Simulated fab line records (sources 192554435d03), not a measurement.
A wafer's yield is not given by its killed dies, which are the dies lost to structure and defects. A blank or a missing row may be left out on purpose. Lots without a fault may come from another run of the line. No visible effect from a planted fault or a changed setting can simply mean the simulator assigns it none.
fab line records ; flow n5Finfet
record lots=4; wafers=12; lastDay=17
route steps=1938 shown BEOL_M3@947 BEOL_M4@1111 PASSIVATION@1936
lots that met no fault: from a run of the same line without faults
startH: hours from the record's first day to the start of the lot's first wafer shown ; waitH: hours from the lot's prior step to this one ; " same as the row above ; L1.1+2: a single row standing in for several wafers ; - no value present, or no start provided ; * or withheld: withheld ; < > ~ a bound
route shown NAME@n: a module of which the file shows steps, and the number in the route of the first ; usual: the fault-free wafers' mean and standard deviation ; same: alike in all rows ; chamber/n: place in a boat ; sites: each site's reading ; _std_site: the standard deviation of these ; _edge_site: the outer-site mean with the inner-site mean subtracted ; radiusMm: for every site, how far away it sits from the centre of the wafer ; mask NAME#n: copy n ; behind: the last tool/chamber to shape the wafer ; hold: the reason the lot was held/the length of the hold in hours/how it ended ; device: the n, p or np transistor that did not switch ; end of line: the route-end tests of the same wafers ; for a step that has no rows: nothing shown but its recipe ; killed: the dies lost at the first sort to structure and to defects; this is not the yield of the wafer ; map: a wafer's dies, x killed, . not, _ none there
set.NAME: setting as actually run; set.NAME@STEP: the setting as run at that earlier step ; model.NAME: the simulator's own value behind a step, which no gauge read
certain route steps with their lots: each step a table, each wafer a row
services: the hour from which a tool's chamber was out of use, counted from the record's first day as startH (under 0 if before that day), plus the number of hours and why
## steps
# step N5_BEOL_M3_DESCUM_16
# recipe chemistry=O2; timeS=7; sourcePowerW=50; biasPowerW=20; pressureMtorr=20; rfFrequencyHz=2.712e+07; tempC=40; resist=CAR-EUV; o2FlowSccm=225
# step N5_BEOL_M3_ETCH_74
# recipe chemistry=N2/H2; target=underlayer; targetDepthA=65; maskMaterial=CAR-EUV; timeS=5.2; ionEnergyEv=200; pressureMtorr=30; sourceW=840; biasW=150; n2FlowSccm=200; h2FlowSccm=200; ends=cleared
# step N5_BEOL_M3_ETCH_63
# recipe chemistry=CF4; target=SiARC; targetDepthA=156; maskMaterial=CAR-EUV; timeS=26; ionEnergyEv=80; pressureMtorr=40; sourceW=545; biasW=36; Ar_flow_sccm=100; cf4FlowSccm=100; ends=cleared
# step N5_BEOL_M3_ETCH_64
# recipe chemistry=N2/H2; target=SOC; targetDepthA=750; overetchA=150; maskMaterial=SiARC; tempC=40; timeS=112.5; ionEnergyEv=200; pressureMtorr=30; sourceW=840; biasW=150; n2FlowSccm=200; h2FlowSccm=200
# step N5_BEOL_M3_STRIP_65
# recipe chemistry=N2/H2; tempC=40; n2FlowSccm=200; h2FlowSccm=200; rfFrequencyHz=6e+07
# step N5_BEOL_M3_STRIP_75
# recipe chemistry=N2/H2; tempC=40; n2FlowSccm=200; h2FlowSccm=200; rfFrequencyHz=6e+07
# step N5_BEOL_M3_STRIP_66
# recipe chemistry=CF4; resist=SiARC; powerW=300; biasPowerW=75; pressureMtorr=50; cf4FlowSccm=150; rfFrequencyHz=6e+07
# step N5_BEOL_M3_HM_OPEN_17
# recipe chemistry=Cl2/BCl3; targetDepthA=200; overetchA=60; target=TiN; maskMaterial=SOC; ionEnergyEv=150; pressureMtorr=10; icpW=1000; biasW=126; Cl2_flow_sccm=53.25; bcl3FlowSccm=21.75; Ar_flow_sccm=25
# step N5_BEOL_M3_STRIP_19
# recipe chemistry=O2; powerW=400; tempC=40; pressureMtorr=30; rfFrequencyHz=6e+07; biasPowerW=0; overashFraction=0.2; o2FlowSccm=225
# step N5_BEOL_M3_COAT_67
# recipe resist=SOC; tempC=250; timeS=60; spinRpm=1500; resistThkNm=60
# usual plateTempC=250.00/0.16; spinSpeedRpm=1499.9/1.1
lot.wafer;tool;chamber;startH;waitH;plateTempC;spinSpeedRpm;model.SOC_of_BEOL_M3_COAT_67.thkNm
L340.1;lithoTrack-02;0;159.09;0.0;250.04;1500.3;60
L340.3;lithoTrack-02;0;159.09;0.0;250.33;1500.9;60
L340.4;lithoTrack-02;0;159.09;0.0;250.08;1499.6;60
L342.3;lithoTrack-02;0;163.21;0.0;250.07;1377.8;63
L342.4;lithoTrack-02;0;163.21;0.0;249.85;1378.3;62.6
L342.5;lithoTrack-02;0;163.21;0.0;249.83;1377.9;62.8
L344.2;lithoTrack-02;0;172.24;0.0;250.05;1377.7;62.6
L344.4;lithoTrack-02;0;172.24;0.0;250.04;1377.1;62.4
L344.6;lithoTrack-02;0;172.24;0.0;249.86;1376.7;62.4
L360.1;lithoTrack-05;0;276.81;0.0;249.94;1499.4;60.2
L360.2;lithoTrack-05;0;276.81;0.0;249.98;1497.2;60.4
L360.4;lithoTrack-05;0;276.81;0.0;249.78;1501.6;60.2
# step N5_BEOL_M3_COAT_68
# recipe resist=SiARC; tempC=220; timeS=60; spinRpm=1500; resistThkNm=12
# step N5_BEOL_M3_COAT_76
# recipe resist=underlayer; tempC=205; timeS=60; spinRpm=1500; resistThkNm=5
# step N5_BEOL_M3_COAT_22
# recipe resist=CAR-EUV; spinRpm=1500; resistThkNm=30
# step N5_BEOL_M3_EBR_24
# recipe solvent=PGMEA; ebrWidthMm=1.5
# step N5_BEOL_M3_SOFTBAKE_23
# recipe tempC=110; timeS=60; resist=CAR-EUV
# step N5_BEOL_M3_EXPOSE_25
# recipe maskId=V2; na=0.33; sourceShape=quasar; sigmaInner=0.2; sigmaOuter=0.8; polarization=unpolarized; defocusNm=5; doseMj=63
# step N5_BEOL_M3_PEB_26
# recipe pebTempC=100; pebTimeS=60; resist=CAR-EUV
# step N5_BEOL_M3_DEVELOP_27
# recipe developTimeS=30; developer=TMAH; resist=CAR-EUV; rinseLiquid=surfactantRinse; dry=airSpin; devTempC=23
# step N5_BEOL_M3_DESCUM_33
# recipe chemistry=O2; timeS=7; sourcePowerW=50; biasPowerW=20; pressureMtorr=20; rfFrequencyHz=2.712e+07; tempC=40; resist=CAR-EUV; o2FlowSccm=225
# step N5_BEOL_M3_ETCH_77
# recipe chemistry=N2/H2; target=underlayer; targetDepthA=65; maskMaterial=CAR-EUV; timeS=5.2; ionEnergyEv=200; pressureMtorr=30; sourceW=840; biasW=150; n2FlowSccm=200; h2FlowSccm=200; ends=cleared
# step N5_BEOL_M3_ETCH_69
# recipe chemistry=CF4; target=SiARC; targetDepthA=156; maskMaterial=CAR-EUV; timeS=26; ionEnergyEv=80; pressureMtorr=40; sourceW=545; biasW=36; Ar_flow_sccm=100; cf4FlowSccm=100; ends=cleared
# step N5_BEOL_M3_ALD_98
# recipe material=SiO2; targetThkA=25; tempC=100; aldPrecursorFamily=BDEAS; aldCoReactant=O2-plasma; pulseTimeS=1; coReactantPulseTimeS=1; purgeTimeS=2; coReactantPurgeTimeS=2; aldCycles=17; pressureTorr=2
# step N5_BEOL_M3_ETCHBACK_99
# recipe chemistry=CHF3; target=SiO2; targetDepthA=50; timeS=10.4; sourceW=215; biasW=47; Ar_flow_sccm=200; CHF3_flow_sccm=12; ionEnergyEv=100; pressureMtorr=30
# step N5_BEOL_M3_ETCH_70
# recipe chemistry=N2/H2; target=SOC; targetDepthA=800; overetchA=160; maskMaterial=SiARC; tempC=40; timeS=120; ionEnergyEv=200; pressureMtorr=30; sourceW=840; biasW=150; n2FlowSccm=200; h2FlowSccm=200
# usual drypumpMotorCurrentA=5.91/0.27; n2FlowSccm=200.0/0.61; oesProductAu=0.60/0.055; rfVppV=524.2/2.1; showerheadPlenumPTorr=2.55/0.076; throttleValvePct=17.70/0.23
lot.wafer;tool;chamber;startH;waitH;drypumpMotorCurrentA;n2FlowSccm;oesProductAu;rfHoursCounterH;rfVppV;showerheadPlenumPTorr;throttleValvePct;model.etch.depthNm
L340.1;rieDiel-02;0;161.78;0.0;5.51;200.1;0.71;12;523.6;2.48;17.51;60.04
L340.3;rieDiel-02;2;161.78;0.0;5.96;200.3;0.57;160;524.3;2.54;17.65;59.92
L340.4;rieDiel-02;3;161.78;0.0;6.15;201.2;0.72;3;523.9;2.52;17.70;60.08
L342.3;rieDiel-06;0;164.43;0.0;5.81;200.2;0.57;168;526.9;2.68;18.04;62.96
L342.4;rieDiel-06;3;164.43;0.0;5.80;200.4;0.56;210;524.4;2.52;18.06;62.67
L342.5;rieDiel-06;2;164.43;0.0;6.03;200.0;0.55;-;522.3;2.49;17.55;62.83
L344.2;rieDiel-03;1;173.52;0.0;5.45;200.3;0.56;203;523.8;2.52;18.12;62.61
L344.4;rieDiel-03;0;173.52;0.0;5.73;199.7;0.59;164;520.5;2.42;17.78;62.36
L344.6;rieDiel-03;0;173.52;0.0;5.76;200.2;0.59;-;520.9;2.42;17.76;62.4
L360.1;rieDiel-06;0;281.19;0.0;5.79;200.6;0.54;203;528.1;2.66;18.10;60.23
L360.2;rieDiel-06;3;281.19;0.0;5.77;199.6;0.53;244;523.0;2.50;18.11;60.36
L360.4;rieDiel-06;2;281.19;0.0;6.03;199.6;0.53;227;523.0;2.47;17.61;60.19
# step N5_BEOL_M3_STRIP_71
# recipe chemistry=N2/H2; tempC=40; n2FlowSccm=200; h2FlowSccm=200; rfFrequencyHz=6e+07
# step N5_BEOL_M3_STRIP_78
# recipe chemistry=N2/H2; tempC=40; n2FlowSccm=200; h2FlowSccm=200; rfFrequencyHz=6e+07
# step N5_BEOL_M3_VIA_ETCH_34
# recipe chemistry=C4F6/O2; targetDepthA=694; maskMaterial=SOC; pressureMtorr=15; ionEnergyEv=250; taperDeg=4; timeS=65.9; sourceW=350; biasW=170; Ar_flow_sccm=300; C4F6_flow_sccm=10; O2_flow_sccm=10
# usual drypumpMotorCurrentA=5.90/0.27; oes_o_777_au=0.79/0.068; oesProductAu=0.78/0.077; rfVppV=664/24; showerheadPlenumPTorr=2.86/0.075; throttleValvePct=30.67/0.24
lot.wafer;tool;chamber;startH;waitH;drypumpMotorCurrentA;oes_o_777_au;oesProductAu;rfHoursCounterH;rfVppV;showerheadPlenumPTorr;throttleValvePct;model.SOC_of_BEOL_M3_COAT_67.thkNm
L340.1;rieDiel-02;0;161.88;0.0;5.46;0.89;0.94;12;683;2.78;30.67;51.8
L340.3;rieDiel-02;2;161.88;0.0;5.95;0.80;0.76;160;639;2.86;30.49;51.6
L340.4;rieDiel-02;3;161.88;0.0;6.13;0.99;0.96;3;623;2.81;30.63;51.6
L342.3;rieDiel-06;0;164.53;0.0;5.80;0.79;0.72;168;667;2.93;30.60;54.8
L342.4;rieDiel-06;3;164.53;0.0;5.78;0.69;0.69;210;653;2.83;31.18;55
L342.5;rieDiel-06;2;164.53;0.0;6.03;0.76;0.72;-;657;2.78;30.43;54.6
L344.2;rieDiel-03;1;173.62;0.0;5.47;0.67;0.70;203;690;2.83;31.12;54.6
L344.4;rieDiel-03;0;173.62;0.0;5.74;0.77;0.77;164;667;2.73;30.92;54
L344.6;rieDiel-03;0;173.62;0.0;5.74;0.77;0.77;-;667;2.73;30.93;54.2
L360.1;rieDiel-06;0;281.29;0.0;5.79;0.75;0.70;203;666;2.91;30.64;52
L360.2;rieDiel-06;3;281.29;0.0;5.80;0.67;0.67;244;653;2.82;31.20;52.6
L360.4;rieDiel-06;2;281.29;0.0;6.06;0.74;0.69;227;658;2.77;30.45;52
# step N5_BEOL_M3_STRIP_83
# recipe chemistry=C4F6/O2; resist=SiARC; rfFrequencyHz=6e+07
# step N5_BEOL_M4_RC_MEAS_101
# usual DIBL_N=36.8/2.2; DIBL_P=37.1/2.8; IOFF_N=0.17/0.04; IOFF_P=0.22/0.049; ION_N=672/16; ION_P=460/9.2; SS_N=71.6/0.69; SS_P=73.5/0.78; VT_N=249/3.6; VT_P=-250/3.9
lot.wafer;tool;chamber;startH;waitH;DIBL_N[mV/V];DIBL_P[mV/V];IOFF_N[nA/um];IOFF_P[nA/um];ION_N[uA/um];ION_P[uA/um];SS_N[mV/dec];SS_P[mV/dec];VT_N[mV];VT_P[mV]
L340.1;prober-02;0;177.65;0.0;36.1;36.1;0.13;0.19;660;453;71.3;73.2;252;-253
L340.3;prober-02;0;177.65;0.0;38.3;37.9;0.17;0.22;664;448;72.7;73.6;248;-253
L340.4;prober-02;0;177.65;0.0;37.1;36.9;0.16;0.20;656;444;71.9;73.2;252;-253
L342.3;prober-01;0;179.80;0.3;37.3;36.8;0.16;0.20;672;451;72.1;73.7;250;-253
L342.4;prober-01;0;179.80;0.3;37.8;37.6;0.18;0.21;677;454;71.0;73.7;248;-250
L342.5;prober-01;0;179.80;0.3;36.9;36.7;0.16;0.21;684;466;71.3;73.0;250;-253
L344.2;prober-02;0;187.06;0.2;37.5;36.6;0.19;0.20;673;445;71.3;73.9;246;-251
L344.4;prober-02;0;187.06;0.2;35.5;34.7;0.14;0.16;675;451;71.3;73.3;251;-256
L344.6;prober-02;0;187.06;0.2;34.3;34.1;0.14;0.16;685;458;71.0;72.9;249;-256
L360.1;prober-02;0;302.84;0.0;39.3;41.7;0.25;0.29;699;467;72.4;74.8;246;-249
L360.2;prober-02;0;302.84;0.0;34.7;37.2;0.15;0.22;696;471;71.4;73.1;246;-250
L360.4;prober-02;0;302.84;0.0;34.2;35.6;0.14;0.18;671;461;71.9;73.4;250;-253
# step N5_PASSIVATION_PROBE_49
# usual defectLimitedYield=91.1/1.5; killed_at_M0_to_M3=35/11; killed_at_M4_up=13/5.7; killedAtContacts=12/5.7; killedAtFrontEnd=40/11; killedAtOther=4/4.4; killedDies=105/18; killedOpen=68/14; killedShort=34/7.4; sort_bin_5_function=5.2/1; sort_bin_6_memory=3.3/0.67; sortNPass=1074/18; sortYieldPct=91.0/1.5
# same grossDies=1180; killedAtBackSide=0; sort_bin_4_leakage[%]=0; sort_bin_8_speed[%]=0
lot.wafer;tool;chamber;startH;waitH;defectLimitedYield[%];killed_at_M0_to_M3;killed_at_M4_up;killedAtContacts;killedAtFrontEnd;killedAtOther;killedDies;killedOpen;killedShort;sort_bin_5_function[%];sort_bin_6_memory[%];sortNPass;sortYieldPct[%]
L340.1;prober-01;-;282.66;0.0;90.8;62;5;8;28;5;108;71;30;4.6;4.3;1072;90.8
L340.3;prober-01;-;282.76;0.1;90.7;36;11;10;46;7;110;59;39;5.7;2.8;1070;90.7
L340.4;prober-01;-;282.81;0.2;89.7;52;10;24;30;5;121;74;46;5.6;4.2;1059;89.7
# killed by level:class
L340.1 BEOL_M3:geometricParticle:open=16 BEOL_M2:geometricParticle:open=11 BEOL_M0_SAQP:geometricParticle:open=9 STI_FIN_REVEAL:geometricParticle:open=8 BEOL_M0_SAQP:geometricParticle:short=8 BEOL_M1:geometricParticle:open=8 MOL_CONTACT_COAG:geometricParticle:open=6 FIN_SAQP:geometricParticle:open=5
L340.3 FIN_SAQP:geometricParticle:open=10 MOL_CONTACT_COAG:geometricParticle:open=9 BEOL_M2:geometricParticle:open=6 BEOL_M0_SAQP:geometricParticle:short=6 BEOL_M0_SAQP:geometricParticle:open=6 BEOL_M3:geometricParticle:short=6 GATE_CUT:geometricParticle:short=5 FIN_SAQP:geometricParticle:short=4
L340.4 MOL_CONTACT_COAG:geometricParticle:open=20 BEOL_M2:geometricParticle:open=14 BEOL_M0_SAQP:geometricParticle:short=13 BEOL_M3:geometricParticle:open=10 FIN_SAQP:geometricParticle:short=6 BEOL_M1:geometricParticle:short=5 FIN_SAQP:geometricParticle:open=4 STI_FIN_REVEAL:geometricParticle:short=4
## services
tool;chamber;startH;hours;kind
rieDiel-03;-;220.73;0.9;repair
rieDiel-02;3;229.20;1.3;repair
rieDiel-03;0;237.94;16.9;repair
rieDiel-03;3;265.27;-;clean
rieDiel-03;3;265.27;-;consumableReplace:esc
rieDiel-03;3;265.27;-;consumableReplace:focusRing
rieDiel-03;3;265.27;20.3;scheduledDown
rieDiel-03;3;265.27;20.3;ventCycle
## key
firstSign step=N5_BEOL_M3_COAT_67; reading=spinSpeedRpm; direction=down; sigmas=99+; usual=*; struck=*
effect none on later readings
modelEffect step=N5_BEOL_M3_COAT_67; value=SOC_of_BEOL_M3_COAT_67.thkNm; without=60.03; struck=62.63
modelEffect step=N5_BEOL_M3_ETCH_70; value=etch.depthNm; without=60.03; struck=62.64
modelEffect step=N5_BEOL_M3_VIA_ETCH_34; value=SOC_of_BEOL_M3_COAT_67.thkNm; without=51.9; struck=54.53
metAt N5_BEOL_M3_COAT_67
struckWafers L342.3,L342.4,L342.5,L344.2,L344.4,L344.6
onsetBetween 159.09 163.21
fault kind=processParameterDrift; tool=lithoTrack-02; chamber=-; onsetH=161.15; steps=N5_BEOL_M3_COAT_67; channel=spinRpm; offset=*; shape=step; endH=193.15; actsIn=*; stated=*
